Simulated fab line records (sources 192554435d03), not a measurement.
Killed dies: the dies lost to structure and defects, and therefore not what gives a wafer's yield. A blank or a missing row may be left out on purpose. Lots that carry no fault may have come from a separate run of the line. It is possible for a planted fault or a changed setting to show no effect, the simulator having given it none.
A struck lot beside a sound one :: flow n5_finfet :: 37 steps out of a route of 1938
Sound: wafers L911.1, L911.3, L911.6. Struck: wafer L929.1. (L929.4 of the same lot was not struck and is left out.) The cause comes at the end.
At each step with rows: each side's tool, then ch and its chambers, then its first start. Under that, the readings that differ: sound wafers :: struck wafers :: difference of the means :: sigmas: that difference in standard deviations of wafers without a fault.
alike: readings whose means differ by less than 2 such deviations, and words and numbers that are the same on both sides. not compared: withheld readings, readings that some wafer has no value for, bounds like >300 that may hide the same value, and numbers for which the record gives no deviation and whose values overlap.
A row with sigmas, a row that says differs or no value, or rows on one side alone: a step with any of these is where the two part. When numbers do not overlap yet have no deviation, they are printed without sigmas and do not part them. A reading missing from all wafers of one side parts the sides only when that side holds two or more wafers.

first, 12 steps without rows for these wafers: N5_SD_EPI_P_STRIP_38 (strips in N2/H2); N5_SD_EPI_P_ETCHBACK_46 (etches SiNx in CH3F/O2, stops on SiO2, target depth 17.5 nm); N5_SD_EPI_P_ETCH_47 (etches SiOCN in CH3F/O2, target depth 25 nm); N5_SD_EPI_P_ETCH_16 (etches SiO2 in CHF3/O2, target depth 5 nm); N5_SD_EPI_P_STRIP_50 (strips in CHF3/O2); N5_SD_EPI_P_SD_RECESS_17 (chemistry HBr/Cl2/O2, target depth 39.1 nm, bt time 3 s); N5_SD_EPI_P_WET_ETCH_45 (etches SiO2 in dHF, time 10.7 s, target depth 2 nm, rinse time 30 s); N5_SD_EPI_P_STRIP_40 (strips in N2/H2); N5_SD_EPI_P_PRECLEAN_52 (cleans in O3/DIW, time 60 s); N5_SD_EPI_P_SRD_20 (time 30 s); N5_SD_EPI_P_PRECLEAN_51 (cleans in NF3:NH3, afs cycles 1, time 20 s, sublimation time 60 s); N5_SD_EPI_P_VAPOR_ETCH_44 (etches SiGe30 in NF3/Ar, time 3.3 s).
N5_SD_EPI_P_EPI_21: deposits SiGe:B, time 355 s.
  sound on epi_rpcvd-03 ch 0, day 3 17:14; struck on epi_rpcvd-03 ch 0, day 8 01:12
reading: epi_growth_time_s (s)
sound: 355 355 355
struck: 394.61
difference: +39.61
sigmas: 

reading: model.SiGe-B_of_SD_EPI_P_EPI_21.thk_nm (nm)
sound: 61 61.4 61.4
struck: 67
difference: +6
sigmas: 
  alike: susceptor_temp_C_max
N5_SD_EPI_P_EPI_MEAS_23:
  struck on film_metro-01, day 8 04:08; sound on film_metro-01, day 3 20:09
reading: thk_nm (nm)
sound: 60.7 60.6 62.3
struck: 68.5
difference: +7.3
sigmas: +6
then, 8 steps without rows for these wafers: N5_SD_EPI_P_HM_STRIP_48 (strips SiNx in H3PO4, material SiNx, target depth 3 nm); N5_SD_EPI_P_SRD_49 (time 30 s); N5_SD_EPI_P_PRECLEAN_24 (cleans in O3/DIW, time 45 s); N5_SD_EPI_P_PRECLEAN_32 (cleans in dHF, time 10 s); N5_SD_EPI_P_PRECLEAN_33 (cleans in SC2, time 45 s); N5_SD_EPI_P_SRD_25 (time 30 s); N5_SD_ACTIVATION_RTA_00 (time 0 s); N5_SD_ACTIVATION_LSA_01 (time 0.0008 s).
N5_SD_ACTIVATION_RS_MEAS_03: measures by four-point-probe.
  struck on film_metro-02, day 8 04:44; sound on film_metro-01, day 3 20:55
reading: RS_SD_P (ohm/sq)
sound: 56.8 56.4 56.8
struck: 51.5
difference: -5.2
sigmas: -5
  alike: RS_SD_N
then, 12 steps without rows for these wafers: N5_ILD0_LINER_00 (material SiNx, target thk 4 nm, pulse time 1 s, purge time 2 s); N5_ILD0_FCVD_FILL_01 (material SiO2 flowable, target thk 200 nm, time 328.3 s); N5_ILD0_CURE_02 (time 1800 s); N5_ILD0_CMP_03 (polishes, stops on SiNx, t overpolish 1.9 s, target thk 197.38 nm); N5_ILD0_CMP_07 (polishes SiO2 flowable, stops on poly-Si, t overpolish 1.18 s, target thk 138.88 nm); N5_ILD0_PRECLEAN_10 (cleans in NF3:NH3, afs cycles 5, time 20 s, sublimation time 60 s); N5_ILD0_ALD_15 (deposits SiNx, target thk 24 nm, pulse time 1 s, ald cycles 480); N5_ILD0_CMP_12 (polishes SiNx, stops on poly-Si, t overpolish 6 s, target thk 17.67 nm); N5_SDB_HM_DEP_00 (deposits SiNx from SiH4/NH3/N2, target thk 40 nm, time 35.3 s); N5_SDB_COAT_03 (time 60 s, resist thk 100 nm); N5_SDB_COAT_04 (time 60 s, resist thk 18 nm); N5_SDB_COAT_05 (resist thk 90 nm).
N5_MOL_CONTACT_COAG_ETCH_110: etches Si in CF4/O2, target depth 2.5 nm, time 8 s.
  sound on rie_diel-03 ch 0,2, day 5 02:50; struck on rie_diel-03 ch 1, day 9 14:19
reading: model.SiGe-B_of_SD_EPI_P_EPI_21.thk_nm (nm)
sound: 58 58.4 58.6
struck: 63.8
difference: +5.5
sigmas: 
  alike: bias_w, cf4_flow_sccm, drypump_motor_current_A, oes_product_au, rf_vpp_V, showerhead_plenum_p_Torr, throttle_valve_pct
  not compared: rf_hours_counter_h
-- the record jumps here: 5 days lie between the struck wafers' starts before and after (it left off in module MOL_CONTACT_COAG and takes up again in module BEOL_M4, whose first step shown is number 1111 of the route) --
N5_BEOL_M4_RC_MEAS_101:
  sound on prober-02 ch 0, day 8 05:22; struck on prober-01 ch 0, day 14 08:52
reading: RS_SD_P (ohm/sq)
sound: 67.0 66.1 65.9
struck: 60.7
difference: -5.6
sigmas: -5
  alike: DIBL_N, DIBL_P, IOFF_N, IOFF_P, ION_N, ION_P, SS_N, SS_P, VT_N, VT_P

== WHERE THEY PART ==
At N5_SD_EPI_P_EPI_MEAS_23 first; at N5_BEOL_M4_RC_MEAS_101 last (within this record only).

WHY: what the simulator had put in
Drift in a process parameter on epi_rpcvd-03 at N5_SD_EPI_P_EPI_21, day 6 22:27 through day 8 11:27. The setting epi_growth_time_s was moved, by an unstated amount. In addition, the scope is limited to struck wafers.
